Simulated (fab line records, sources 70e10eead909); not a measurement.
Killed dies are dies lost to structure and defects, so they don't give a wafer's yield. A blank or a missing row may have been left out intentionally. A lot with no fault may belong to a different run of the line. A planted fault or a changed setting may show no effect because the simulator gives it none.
Chamber matching -- flow nand harc -- 4 sister chambers for NHARC_A_STAIRCASE_DESCUM_186 on rie diel-01
The step chemistry O2, time 3 s. 14 wafers are shown with their chamber, then 7 later ones without.

## WAFERS WITH THEIR CHAMBER
wafer,chamber,drypump motor current A (A),showerhead plenum p Torr (Torr),oes product au (a.u.)
L079.1,2,6.3,2.03,0.986
L079.5,0,5.9,1.77,0.995
L079.6,1,5.2,2.06,0.988
L083.2,0,5.9,1.76,1.005
L083.4,3,5.0,2.00,1.010
L083.6,1,5.2,2.06,0.990
L085.1,1,5.2,2.06,0.976
L085.2,0,5.8,1.76,1.002
L085.4,2,6.3,2.02,0.980
L087.3,3,5.0,2.00,1.009
L087.5,3,5.1,2.00,1.009
L087.6,2,6.3,2.02,0.991
L090.1,0,5.9,2.08,0.993
L090.2,3,5.0,2.00,0.983

SIGNATURES, as means of the wafers listed above
reading,chamber 0,chamber 1,chamber 2,chamber 3,scatter within a chamber
drypump motor current A,5.875,5.200,6.300,5.025,0.0387
showerhead plenum p Torr,1.8425,2.0600,2.0233,2.0000,0.0868
oes product au,0.99875,0.98467,0.98567,1.00275,0.0089
Rule: a wafer's distance from a chamber is the root of the sum, over the readings, of the square of ((its reading less the chamber's mean) divided by the reading's scatter). The wafer belongs to the nearest chamber; if the next one is less than 2 further off, it can't be placed. The scatter: the root of (the sum of the squares of (reading less its chamber's mean) over the shown wafers, divided by (wafers less chambers)).

## WAFERS MISSING THEIR CHAMBER
wafer,drypump motor current A (A),showerhead plenum p Torr (Torr),oes product au (a.u.)
L090.6,5.2,2.05,0.994
L093.3,5.9,2.07,0.994
L093.4,5.2,2.05,1.006
L093.5,5.1,1.99,0.996
L095.2,6.3,2.02,0.967
L095.4,5.8,2.07,0.989
L095.6,6.3,2.02,0.976

## EACH ONE'S CHAMBER
wafer,from the rows above,in truth
L090.6,1,1
L093.3,0,0
L093.4,1,1
L093.5,can't be placed: 3 or 1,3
L095.2,2,2
L095.4,0,0
L095.6,2,2
Correctly placed: 6 of 7. Can't be placed from these rows: 1 (the true chamber is among the candidates in 1). Number placed wrongly: 0.
